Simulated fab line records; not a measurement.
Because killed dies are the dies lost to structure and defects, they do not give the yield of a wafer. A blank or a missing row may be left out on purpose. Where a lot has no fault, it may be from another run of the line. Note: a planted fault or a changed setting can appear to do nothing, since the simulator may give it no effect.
fab line records	flow n5-finfet
record lots=7	wafers=21
route steps=1938 shown GATE_CUT@490 MOL_CONTACT_COAG@559 BEOL_M1@758
start-h: hours from the record's first day to the start of the lot's first wafer shown	wait-h: hours elapsed since this lot's preceding step	" identical to the entry in the row above	L1.1+2: a row that stands for several wafers	- no value present, or no start provided	* or withheld: withheld	< > ~ a bound
route shown NAME@n: names a module that has steps shown in the file, with the first one's number in the route	usual: average and standard deviation across the fault-free wafers	same: alike in all rows	chamber/n: place in a boat	sites: the reading at each site	_std_site: the values' standard deviation	_edge_site: the outer-site mean with the inner-site mean subtracted	radius-mm: how far each site lies from the wafer's centre	mask NAME#n: copy n	behind: the most recent tool/chamber to have shaped the wafer	hold: what put the lot on hold/how long, in hours/how the hold closed	device: transistor that didn't switch, given as n, p or np	end of line: tests of these same wafers at the route's end	a step without rows: its recipe alone	killed: at the first sort, the dies lost to defects and structure; wafer yield is something else	map: the dies of a wafer, with x for killed, . for not killed, _ for no die there
set.NAME: the setting that was run; set.NAME@STEP: the one run at that earlier step	model.NAME: the simulator's own value behind a step, which no gauge read
one table per step and one row per wafer, for lots whose settings were changed on purpose
## steps
# step N5_GATE_CUT_DESCUM_18
# recipe chemistry=O2	time-s=7	source-power-w=50	bias-power-w=20	pressure-mtorr=20	rf-frequency-hz=2.712e+07	temp-c=40	resist=CAR-EUV	o2-flow-sccm=225
lot.wafer	tool	chamber	start-h	wait-h	set.time-s	model.CAR-EUV_of_GATE_CUT_COAT_07.thk-nm
L075.1	rie-diel-06	3	92.16	0.0	7	25.8
L075.2	"	1	"	"	7	26
L075.3	"	2	"	"	5.622	26.6
L081.1	rie-diel-04	0	128.07	0.0	7.709	25.6
L081.2+5	"	3,0	"	"	7	26
L082.1+5	rie-diel-02	1	134.25	0.3	6.308	26.4
L082.2	"	0	"	"	7	26
L084.3+6	rie-diel-04	0,1	144.86	0.0	7.493	25.8
L084.5	"	2	"	"	7	26.2
L094.3	rie-diel-04	3	206.39	0.0	8.16	25.4
L094.4+5	"	1,3	"	"	7	26
L096.2+4	rie-diel-04	2,0	218.31	0.0	7	26.2
L096.3	"	3	"	"	7	26.4
L097.3+6	rie-diel-04	0,1	224.89	0.0	7	26
L097.5	"	2	"	"	7	26.2
# step N5_GATE_CUT_ETCH_28
# recipe chemistry=N2/H2	target=underlayer	target-depth-a=130	mask-material=CAR-EUV	time-s=10.4	ion-energy-ev=200	pressure-mtorr=30	source-w=840	bias-w=150	n2-flow-sccm=200	h2-flow-sccm=200	ends=cleared
lot.wafer	tool	chamber	start-h	wait-h	set.time-s@GATE_CUT_DESCUM_18	model.CAR-EUV_of_GATE_CUT_COAT_07.thk-nm
L075.1+2	rie-diel-06	3,1	92.19	0.0	7	14.4
L075.3	"	2	"	"	5.622	15.2
L081.1	rie-diel-04	0	128.10	0.0	7.709	14.2
L081.2+5	"	3,0	"	"	7	14.6
L082.1+5	rie-diel-02	1	134.29	0.0	6.308	15
L082.2	"	0	"	"	7	14.6
L084.3	rie-diel-04	0	144.89	0.0	7.493	14.4
L084.5	"	2	"	"	7	14.8
L084.6	"	1	"	"	7.493	14.2
L094.3	rie-diel-04	3	206.43	0.0	8.16	14
L094.4+5	"	1,3	"	"	7	14.6
L096.2	rie-diel-04	2	218.34	0.0	7	15
L096.3+4	"	3,0	"	"	7	14.8
L097.3+6	rie-diel-04	0,1	224.92	0.0	7	14.6
L097.5	"	2	"	"	7	14.8
# step N5_GATE_CUT_ETCH_36
# recipe chemistry=CF4	target=SiARC	target-depth-a=130	mask-material=CAR-EUV	time-s=21.7	ion-energy-ev=80	pressure-mtorr=40	source-w=545	bias-w=36	Ar_flow_sccm=100	cf4-flow-sccm=100	ends=cleared
lot.wafer	tool	chamber	start-h	wait-h	set.time-s@GATE_CUT_DESCUM_18	model.CAR-EUV_of_GATE_CUT_COAT_07.thk-nm
L075.1+2	rie-diel-06	3,1	92.21	0.0	7	6.8
L075.3	"	2	"	"	5.622	7.6
L081.1	rie-diel-04	0	128.12	0.0	7.709	6.6
L081.2	"	3	"	"	7	7
L081.5	"	0	"	"	7	6.8
L082.1+5	rie-diel-02	1	134.31	0.0	6.308	7.2
L082.2	"	0	"	"	7	7
L084.3+6	rie-diel-04	0,1	144.91	0.0	7.493	6.6
L084.5	"	2	"	"	7	7
L094.3	rie-diel-04	3	206.45	0.0	8.16	6.4
L094.4+5	"	1,3	"	"	7	6.8
L096.2+3	rie-diel-04	2,3	218.36	0.0	7	7.2
L096.4	"	0	"	"	7	7
L097.3	rie-diel-04	0	224.94	0.0	7	6.8
L097.5	"	2	"	"	7	7.2
L097.6	"	1	"	"	7	7
# step N5_GATE_CUT_CUT_ETCH_53
# recipe chemistry=SF6/Cl2	target=W	mask-material=SiO2	target-depth-a=792	pressure-mtorr=8	icp-w=900	bias-w=80	SF6_flow_sccm=40	Cl2_flow_sccm=60	ends=cleared
# usual etch-rf-on-time-s=26.4/0.47
lot.wafer	tool	chamber	start-h	wait-h	set.icp-w	etch-rf-on-time-s
L075.1	rie-metal-02	0	92.55	0.1	900	26.2
L075.2	"	1	"	"	1032	23.6
L075.3	"	1	"	"	900	26.7
L081.1	rie-metal-01	0	128.46	0.1	900	27.4
L081.2	"	1	"	"	773.9	30.1
L081.5	"	0	"	"	900	27.3
L082.1	rie-metal-03	1	134.64	0.1	826.8	28.0
L082.2	"	0	"	"	900	26.2
L082.5	"	0	"	"	900	26.2
L084.3	rie-metal-03	1	145.27	0.1	900	26.1
L084.5	"	1	"	"	900	26.0
L084.6	"	0	"	"	977.4	24.6
L094.3	rie-metal-01	0	206.81	0.1	1018	23.9
L094.4	"	1	"	"	1018	23.4
L094.5	"	1	"	"	900	25.9
L096.2	rie-metal-03	1	218.70	0.1	900	25.8
L096.3	"	1	"	"	900	25.8
L096.4	"	0	"	"	900	26.5
L097.3	rie-metal-03	1	225.30	0.1	1051	22.4
L097.5	"	1	"	"	1051	22.4
L097.6	"	0	"	"	900	26.3
# step N5_MOL_CONTACT_COAG_ALD_27
# recipe material=SiOC	target-thk-a=170	temp-c=400	ald-precursor-family=carbosiloxane	ald-co-reactant=H2-plasma	pulse-time-s=1.5	time-s=2720	purge-time-s=2	co-reactant-purge-time-s=2	ald-cycles=340	pressure-torr=2
lot.wafer	tool	chamber	start-h	wait-h	set.ald-cycles	set.icp-w@GATE_CUT_CUT_ETCH_53	model.SiOC_of_MOL_CONTACT_COAG_ALD_27.thk-nm
L075.1+3	ald-sin-02	3,0	102.97	0.0	340	900	17
L075.2	"	2	"	"	340	1032	16.8
L081.1+5	ald-sin-04	3	141.40	0.1	340	900	17
L081.2	"	0	"	"	340	773.9	17
L082.1	ald-sin-04	0	143.96	0.2	340	826.8	17.2
L082.2+5	"	3	"	"	340	900	17
L084.3+5	ald-sin-03	2	154.37	0.0	340	900	17
L084.6	"	3	"	"	288	977.4	14.4
L094.3	ald-sin-02	1	217.10	0.0	295	1018	14.8
L094.4	"	3	"	"	295	1018	14.6
L094.5	"	0	"	"	295	900	14.8
L096.2	ald-sin-03	1	228.99	0.1	340	900	17.2
L096.3+4	"	0,2	"	"	340	900	17
L097.3	ald-sin-03	1	236.01	0.0	340	1051	17.2
L097.5	"	1	"	"	340	1051	17
L097.6	"	2	"	"	340	900	17
# step N5_MOL_CONTACT_COAG_COAT_78
# recipe resist=CAR-EUV	spin-rpm=1500	resist-thk-nm=40
lot.wafer	tool	chamber	start-h	wait-h	set.spin-rpm	model.CAR-EUV_of_MOL_CONTACT_COAG_COAT_78.thk-nm
L075.1+3	litho-track-05	0	-	-	1348	42
L075.2	"	0	"	"	1500	40
L081.1+5	litho-track-05	0	-	-	1500	40
L081.2	"	0	"	"	1547	39.4
L082.1	litho-track-01	0	-	-	1500	39.8
L082.2	"	0	"	"	1663	38
L082.5	"	0	"	"	1500	40
L084.3	litho-track-05	0	-	-	1500	39.8
L084.5+6	"	0	"	"	1341	42.2
L094.3	litho-track-05	0	-	-	1500	40
L094.4+5	"	0	"	"	1372	41.8
L096.2+3+4	litho-track-05	0	-	-	1500	40
L097.3+6	litho-track-02	0	-	-	1500	40
L097.5	"	0	"	"	1653	38.2
# step N5_MOL_CONTACT_COAG_EBR_80
# recipe solvent=PGMEA	ebr-width-mm=1.5
# step N5_MOL_CONTACT_COAG_SOFTBAKE_79
# recipe temp-c=110	time-s=60	resist=CAR-EUV
# step N5_MOL_CONTACT_COAG_EXPOSE_81
# recipe mask-id=VG	na=0.33	source-shape=annular	sigma-inner=0.3	sigma-outer=0.7	polarization=unpolarized	defocus-nm=0	dose-mj=59.5
# step N5_MOL_CONTACT_COAG_PEB_82
# recipe peb-temp-c=100	peb-time-s=60	resist=CAR-EUV
# step N5_MOL_CONTACT_COAG_DEVELOP_83
# recipe develop-time-s=30	developer=TMAH	resist=CAR-EUV	rinse-liquid=surfactant-rinse	dry=air-spin	dev-temp-c=23
lot.wafer	tool	chamber	start-h	wait-h	set.spin-rpm@MOL_CONTACT_COAG_COAT_78	model.CAR-EUV_of_MOL_CONTACT_COAG_COAT_78.thk-nm
L075.1+3	litho-track-01	0	-	-	1348	41.6
L075.2	"	0	"	"	1500	39.4
L081.1	litho-track-05	0	-	-	1500	39.6
L081.2	"	0	"	"	1547	39
L081.5	"	0	"	"	1500	39.4
L082.1+5	litho-track-01	0	-	-	1500	39.4
L082.2	"	0	"	"	1663	37.6
L084.3	litho-track-02	0	-	-	1500	39.4
L084.5+6	"	0	"	"	1341	41.8
L094.3	litho-track-05	0	-	-	1500	39.6
L094.4	"	0	"	"	1372	41.2
L094.5	"	0	"	"	1372	41.4
L096.2	litho-track-05	0	-	-	1500	39.6
L096.3+4	"	0	"	"	1500	39.4
L097.3	litho-track-01	0	-	-	1500	39.6
L097.5	"	0	"	"	1653	37.8
L097.6	"	0	"	"	1500	39.4
# step N5_MOL_CONTACT_COAG_COAT_62
# recipe resist=SOC	temp-c=250	time-s=60	spin-rpm=1500	resist-thk-nm=60
lot.wafer	tool	chamber	start-h	wait-h	set.spin-rpm	model.SOC_of_MOL_CONTACT_COAG_COAT_62.thk-nm
L075.1+2	litho-track-02	0	106.82	0.0	1500	60
L075.3	"	0	"	"	1500	60.2
L081.1	litho-track-02	0	145.28	0.0	1594	58
L081.2	"	0	"	"	1500	60.2
L081.5	"	0	"	"	1500	60
L082.1+2	litho-track-01	0	148.15	0.0	1661	56.8
L082.5	"	0	"	"	1500	60
L084.3	litho-track-02	0	159.15	0.0	1386	62.2
L084.5	"	0	"	"	1500	59.8
L084.6	"	0	"	"	1386	62.4
L094.3	litho-track-02	0	221.59	0.0	1364	62.8
L094.4	"	0	"	"	1500	60
L094.5	"	0	"	"	1364	63
L096.2+3+4	litho-track-02	0	233.86	0.0	1500	60
L097.3	litho-track-05	0	239.83	0.0	1500	60
L097.5+6	"	0	"	"	1394	62.2
# step N5_MOL_CONTACT_COAG_COAT_64
# recipe resist=underlayer	temp-c=205	time-s=60	spin-rpm=1500	resist-thk-nm=10
lot.wafer	tool	chamber	start-h	wait-h	set.spin-rpm	model.underlayer_of_MOL_CONTACT_COAG_COAT_64.thk-nm
L075.1	litho-track-02	0	-	-	1500	10
L075.2+3	"	0	"	"	1367	10.6
L081.1+2+5	litho-track-02	0	-	-	1500	10
L082.1+2+5	litho-track-01	0	-	-	1500	10
L084.3	litho-track-02	0	-	-	1427	10.2
L084.5+6	"	0	"	"	1500	10
L094.3+4	litho-track-02	0	-	-	1500	10
L094.5	"	0	"	"	1637	9.6
L096.2+3+4	litho-track-02	0	-	-	1500	10
L097.3	litho-track-05	0	-	-	1500	10
L097.5+6	"	0	"	"	1581	9.8
# step N5_MOL_CONTACT_COAG_COAT_34
# recipe resist=CAR-EUV	spin-rpm=1500	resist-thk-nm=40
# step N5_MOL_CONTACT_COAG_EBR_36
# recipe solvent=PGMEA	ebr-width-mm=1.5
# step N5_MOL_CONTACT_COAG_DESCUM_45
# recipe chemistry=O2	time-s=7	source-power-w=50	bias-power-w=20	pressure-mtorr=20	rf-frequency-hz=2.712e+07	temp-c=40	resist=CAR-EUV	o2-flow-sccm=225
# step N5_MOL_CONTACT_COAG_ETCH_65
# recipe chemistry=N2/H2	target=underlayer	target-depth-a=130	mask-material=CAR-EUV	time-s=10.4	ion-energy-ev=200	pressure-mtorr=30	source-w=840	bias-w=150	n2-flow-sccm=200	h2-flow-sccm=200	ends=cleared
lot.wafer	tool	chamber	start-h	wait-h	set.spin-rpm@MOL_CONTACT_COAG_COAT_64	model.CAR-EUV_of_MOL_CONTACT_COAG_COAT_34.thk-nm	model.etch.depth-nm
L075.1	rie-diel-05	3	107.39	0.0	1500	24.6	10.06
L075.2	"	2	"	"	1367	24	10.54
L075.3	"	1	"	"	1367	24.2	10.52
L081.1	rie-diel-05	3	145.77	0.0	1500	24.6	9.994
L081.2	"	2	"	"	1500	24.4	10.01
L081.5	"	3	"	"	1500	24.4	9.986
L082.1	rie-diel-03	0	148.72	0.0	1500	24.6	9.983
L082.2	"	1	"	"	1500	24.4	9.982
L082.5	"	2	"	"	1500	24.4	10.01
L084.3	rie-diel-03	1	160.34	0.0	1427	24.4	10.26
L084.5+6	"	0,1	"	"	1500	24.8	10.01
L094.3	rie-diel-01	1	222.22	0.0	1500	24.6	9.982
L094.4	"	3	"	"	1500	24.6	10
L094.5	"	0	"	"	1637	25.2	9.527
L096.2	rie-diel-03	3	234.37	0.0	1500	24.6	9.991
L096.3	"	2	"	"	1500	24.4	9.981
L096.4	"	1	"	"	1500	24.4	10.01
L097.3	rie-diel-03	3	240.76	0.0	1500	24.8	10.01
L097.5	"	0	"	"	1581	25	9.751
L097.6	"	3	"	"	1581	25	9.741
# step N5_MOL_CONTACT_COAG_ETCH_66
# recipe chemistry=CF4	target=SiARC	target-depth-a=130	mask-material=CAR-EUV	time-s=21.7	ion-energy-ev=80	pressure-mtorr=40	source-w=545	bias-w=36	Ar_flow_sccm=100	cf4-flow-sccm=100	ends=cleared
# step N5_MOL_CONTACT_COAG_ALD_133
# recipe material=SiO2	target-thk-a=50	temp-c=100	ald-precursor-family=BDEAS	ald-co-reactant=O2-plasma	pulse-time-s=1	co-reactant-pulse-time-s=1	purge-time-s=2	co-reactant-purge-time-s=2	ald-cycles=35	pressure-torr=2
# step N5_MOL_CONTACT_COAG_ETCHBACK_134
# recipe chemistry=CHF3	target=SiO2	target-depth-a=100	time-s=6.7	ion-energy-ev=200	pressure-mtorr=30	source-w=610	bias-w=170	Ar_flow_sccm=200	CHF3_flow_sccm=50
# step N5_MOL_CONTACT_COAG_ETCH_67
# recipe chemistry=N2/H2	target=SOC	target-depth-a=600	overetch-a=210	mask-material=SiARC	temp-c=40	time-s=101.2	ion-energy-ev=200	pressure-mtorr=30	source-w=840	bias-w=150	n2-flow-sccm=200	h2-flow-sccm=200
lot.wafer	tool	chamber	start-h	wait-h	set.spin-rpm@MOL_CONTACT_COAG_COAT_62	model.etch.depth-nm
L075.1+2	rie-diel-05	3,2	107.70	0.0	1500	60.05
L075.3	"	1	"	"	1500	60.15
L081.1	rie-diel-01	0	146.56	0.0	1594	58.08
L081.2	"	2	"	"	1500	60.11
L081.5	"	2	"	"	1500	59.94
L082.1	rie-diel-03	2	149.20	0.0	1661	56.72
L082.2	"	0	"	"	1661	56.74
L082.5	"	2	"	"	1500	59.95
L084.3	rie-diel-03	2	160.74	0.0	1386	62.13
L084.5	"	1	"	"	1500	59.77
L084.6	"	2	"	"	1386	62.42
L094.3	rie-diel-01	1	222.54	0.0	1364	62.74
L094.4	"	0	"	"	1500	59.94
L094.5	"	2	"	"	1364	62.98
L096.2	rie-diel-01	0	234.84	0.0	1500	60.04
L096.3	"	1	"	"	1500	59.98
L096.4	"	2	"	"	1500	59.94
L097.3	rie-diel-01	1	241.12	0.0	1500	60
L097.5	"	3	"	"	1394	62.21
L097.6	"	2	"	"	1394	62.3
# step N5_MOL_CONTACT_COAG_STRIP_68
# recipe chemistry=N2/H2	temp-c=40	n2-flow-sccm=200	h2-flow-sccm=200	rf-frequency-hz=6e+07
# step N5_MOL_CONTACT_COAG_STRIP_69
# recipe chemistry=N2/H2	temp-c=40	n2-flow-sccm=200	h2-flow-sccm=200	rf-frequency-hz=6e+07
# step N5_MOL_CONTACT_COAG_ETCHBACK_136
# recipe chemistry=CHF3	target=SiO2	target-depth-a=250	time-s=16.7	ion-energy-ev=200	pressure-mtorr=30	source-w=610	bias-w=170	Ar_flow_sccm=200	CHF3_flow_sccm=50
lot.wafer	tool	chamber	start-h	wait-h	set.spin-rpm@MOL_CONTACT_COAG_COAT_62	model.SOC_of_MOL_CONTACT_COAG_COAT_62.thk-nm
L075.1+2	rie-diel-05	3,2	107.79	0.0	1500	57.4
L075.3	"	1	"	"	1500	57.6
L081.1	rie-diel-01	0	146.65	0.0	1594	55.4
L081.2	"	2	"	"	1500	57.4
L081.5	"	2	"	"	1500	57.2
L082.1+2	rie-diel-03	2,0	149.29	0.0	1661	54
L082.5	"	2	"	"	1500	57.2
L084.3	rie-diel-03	2	160.83	0.0	1386	59.4
L084.5	"	1	"	"	1500	57
L084.6	"	2	"	"	1386	59.6
L094.3	rie-diel-01	1	222.63	0.0	1364	60
L094.4	"	0	"	"	1500	57.2
L094.5	"	2	"	"	1364	60.2
L096.2	rie-diel-01	0	234.93	0.0	1500	57.4
L096.3+4	"	1,2	"	"	1500	57.2
L097.3	rie-diel-01	1	241.21	0.0	1500	57.2
L097.5	"	3	"	"	1394	59.4
L097.6	"	2	"	"	1394	59.6
# step N5_MOL_CONTACT_COAG_STRIP_120
# recipe chemistry=CHF3	resist=SiARC	rf-frequency-hz=6e+07
# step N5_MOL_CONTACT_COAG_VIA_ETCH_117
# recipe chemistry=C4F6/O2	target-depth-a=400	overetch-a=80	mask-material=SOC	target=SiO2	bias-w=455	pressure-mtorr=10	time-s=26	source-w=325	Ar_flow_sccm=300	C4F6_flow_sccm=10	O2_flow_sccm=10	ion-energy-ev=575.3	ends=end-point
# step N5_MOL_CONTACT_COAG_ETCH_124
# recipe chemistry=CH3F/O2	target=SiNx	target-depth-a=65	mask-material=SOC	stop-on=SiOC	over-etch-frac=0.3	ion-energy-ev=120	pressure-mtorr=30	source-w=395	bias-w=73	Ar_flow_sccm=150	CH3F_flow_sccm=30	O2_flow_sccm=20	ends=end-point
lot.wafer	tool	chamber	start-h	wait-h	set.spin-rpm@MOL_CONTACT_COAG_COAT_62	model.SOC_of_MOL_CONTACT_COAG_COAT_62.thk-nm
L075.1	rie-diel-05	3	107.85	0.0	1500	48.4
L075.2	"	2	"	"	1500	48.6
L075.3	"	1	"	"	1500	49.2
L081.1	rie-diel-01	0	146.71	0.0	1594	46.6
L081.2	"	2	"	"	1500	48.6
L081.5	"	2	"	"	1500	48.4
L082.1	rie-diel-03	2	149.35	0.0	1661	45.2
L082.2	"	0	"	"	1661	45.4
L082.5	"	2	"	"	1500	48.4
L084.3	rie-diel-03	2	160.89	0.0	1386	50.4
L084.5	"	1	"	"	1500	48.4
L084.6	"	2	"	"	1386	50.8
L094.3	rie-diel-01	1	222.69	0.0	1364	51
L094.4	"	0	"	"	1500	48.4
L094.5	"	2	"	"	1364	51.4
L096.2+4	rie-diel-01	0,2	235.00	0.0	1500	48.4
L096.3	"	1	"	"	1500	48.2
L097.3	rie-diel-01	1	241.27	0.0	1500	48.2
L097.5	"	3	"	"	1394	50.6
L097.6	"	2	"	"	1394	50.8
# step N5_BEOL_M1_COAT_05
# recipe resist=CAR-EUV	spin-rpm=1500	resist-thk-nm=30
lot.wafer	tool	chamber	start-h	wait-h	set.spin-rpm	model.CAR-EUV_of_BEOL_M1_COAT_05.thk-nm
L075.1	litho-track-02	0	-	-	1381	31.2
L075.2+3	"	0	"	"	1500	30
L081.1+2	litho-track-04	0	-	-	1500	30.2
L081.5	"	0	"	"	1569	29.4
L082.1	litho-track-01	0	-	-	1348	31.6
L082.2	"	0	"	"	1500	29.8
L082.5	"	0	"	"	1500	30
L084.3+5	litho-track-01	0	-	-	1500	29.8
L084.6	"	0	"	"	1500	30
L094.3+5	litho-track-02	0	-	-	1500	30
L094.4	"	0	"	"	1500	29.8
L096.2+3	litho-track-01	0	-	-	1500	29.8
L096.4	"	0	"	"	1500	30
L097.3+6	litho-track-01	0	-	-	1500	29.8
L097.5	"	0	"	"	1341	31.6
# step N5_BEOL_M1_EBR_07
# recipe solvent=PGMEA	ebr-width-mm=1.5
# step N5_BEOL_M1_SOFTBAKE_06
# recipe temp-c=110	time-s=60	resist=CAR-EUV
# step N5_BEOL_M1_DESCUM_16
# recipe chemistry=O2	time-s=7	source-power-w=50	bias-power-w=20	pressure-mtorr=20	rf-frequency-hz=2.712e+07	temp-c=40	resist=CAR-EUV	o2-flow-sccm=225
lot.wafer	tool	chamber	start-h	wait-h	set.spin-rpm@BEOL_M1_COAT_05	model.CAR-EUV_of_BEOL_M1_COAT_05.thk-nm
L075.1	rie-diel-02	1	130.56	0.8	1381	27.2
L075.2	"	2	"	"	1500	26
L075.3	"	0	"	"	1500	26.2
L081.1+2	rie-diel-06	3,0	171.66	0.0	1500	26.2
L081.5	"	0	"	"	1569	25.6
L082.1	rie-diel-04	0	173.11	0.0	1348	27.6
L082.2+5	"	2,1	"	"	1500	26
L084.3+5+6	rie-diel-06	2,2,3	180.64	0.0	1500	26
L094.3+4+5	rie-diel-04	0,1,2	243.64	0.3	1500	26
L096.2+4	rie-diel-04	2,3	256.75	0.0	1500	26
L096.3	"	0	"	"	1500	25.8
L097.3+6	rie-diel-06	2,3	259.79	0.0	1500	25.8
L097.5	"	1	"	"	1341	27.6
# step N5_BEOL_M1_ETCH_74
# recipe chemistry=N2/H2	target=underlayer	target-depth-a=65	mask-material=CAR-EUV	time-s=5.2	ion-energy-ev=200	pressure-mtorr=30	source-w=840	bias-w=150	n2-flow-sccm=200	h2-flow-sccm=200	ends=cleared
lot.wafer	tool	chamber	start-h	wait-h	set.spin-rpm@BEOL_M1_COAT_05	model.CAR-EUV_of_BEOL_M1_COAT_05.thk-nm
L075.1	rie-diel-02	1	130.60	0.0	1381	21.6
L075.2+3	"	2,0	"	"	1500	20.4
L081.1+2	rie-diel-06	3,0	171.69	0.0	1500	20.6
L081.5	"	0	"	"	1569	19.8
L082.1	rie-diel-04	0	173.15	0.0	1348	21.8
L082.2	"	2	"	"	1500	20.4
L082.5	"	1	"	"	1500	20.2
L084.3+5	rie-diel-06	2	180.67	0.0	1500	20.2
L084.6	"	3	"	"	1500	20.4
L094.3+4	rie-diel-04	0,1	243.67	0.0	1500	20.2
L094.5	"	2	"	"	1500	20.4
L096.2+4	rie-diel-04	2,3	256.79	0.0	1500	20.4
L096.3	"	0	"	"	1500	20.2
L097.3+6	rie-diel-06	2,3	259.83	0.0	1500	20.2
L097.5	"	1	"	"	1341	21.8
## key
split step=N5_GATE_CUT_DESCUM_18	setting=time-s	stated=7	by=wafer
response step=N5_GATE_CUT_DESCUM_18	reading=model.CAR-EUV_of_GATE_CUT_COAT_07.thk-nm	change=-0.0379	per=1%	r=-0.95
response step=N5_GATE_CUT_ETCH_28	reading=model.CAR-EUV_of_GATE_CUT_COAT_07.thk-nm	change=-0.0408	per=1%	r=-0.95
response step=N5_GATE_CUT_ETCH_36	reading=model.CAR-EUV_of_GATE_CUT_COAT_07.thk-nm	change=-0.0331	per=1%	r=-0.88
split step=N5_GATE_CUT_CUT_ETCH_53	setting=icp-w	stated=900	by=wafer
response step=N5_GATE_CUT_CUT_ETCH_53	reading=etch-rf-on-time-s	change=*	per=1%	r=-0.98
response step=N5_MOL_CONTACT_COAG_ALD_27	reading=model.SiOC_of_MOL_CONTACT_COAG_ALD_27.thk-nm	shape=bent	at-lowest=17	at-stated=16.85	at-highest=17.1
split step=N5_MOL_CONTACT_COAG_ALD_27	setting=ald-cycles	stated=340	by=wafer
response none clear
split step=N5_MOL_CONTACT_COAG_COAT_78	setting=spin-rpm	stated=1500	by=wafer
response step=N5_MOL_CONTACT_COAG_COAT_78	reading=model.CAR-EUV_of_MOL_CONTACT_COAG_COAT_78.thk-nm	change=-0.196	per=1%	r=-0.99
response step=N5_MOL_CONTACT_COAG_DEVELOP_83	reading=model.CAR-EUV_of_MOL_CONTACT_COAG_COAT_78.thk-nm	change=-0.194	per=1%	r=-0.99
split step=N5_MOL_CONTACT_COAG_COAT_62	setting=spin-rpm	stated=1500	by=wafer
response step=N5_MOL_CONTACT_COAG_COAT_62	reading=model.SOC_of_MOL_CONTACT_COAG_COAT_62.thk-nm	change=-0.315	per=1%	r=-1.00
response step=N5_MOL_CONTACT_COAG_ETCH_67	reading=model.etch.depth-nm	change=-0.314	per=1%	r=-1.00
response step=N5_MOL_CONTACT_COAG_ETCHBACK_136	reading=model.SOC_of_MOL_CONTACT_COAG_COAT_62.thk-nm	change=-0.313	per=1%	r=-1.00
response step=N5_MOL_CONTACT_COAG_ETCH_124	reading=model.SOC_of_MOL_CONTACT_COAG_COAT_62.thk-nm	change=-0.305	per=1%	r=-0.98
split step=N5_MOL_CONTACT_COAG_COAT_64	setting=spin-rpm	stated=1500	by=wafer
response step=N5_MOL_CONTACT_COAG_COAT_64	reading=model.underlayer_of_MOL_CONTACT_COAG_COAT_64.thk-nm	change=-0.0513	per=1%	r=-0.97
response step=N5_MOL_CONTACT_COAG_ETCH_65	reading=model.CAR-EUV_of_MOL_CONTACT_COAG_COAT_34.thk-nm	change=+0.0602	per=1%	r=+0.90
response step=N5_MOL_CONTACT_COAG_ETCH_65	reading=model.etch.depth-nm	change=-0.0517	per=1%	r=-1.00
split step=N5_BEOL_M1_COAT_05	setting=spin-rpm	stated=1500	by=wafer
response step=N5_BEOL_M1_COAT_05	reading=model.CAR-EUV_of_BEOL_M1_COAT_05.thk-nm	change=-0.165	per=1%	r=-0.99
response step=N5_BEOL_M1_DESCUM_16	reading=model.CAR-EUV_of_BEOL_M1_COAT_05.thk-nm	change=-0.156	per=1%	r=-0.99
response step=N5_BEOL_M1_ETCH_74	reading=model.CAR-EUV_of_BEOL_M1_COAT_05.thk-nm	change=-0.152	per=1%	r=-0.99
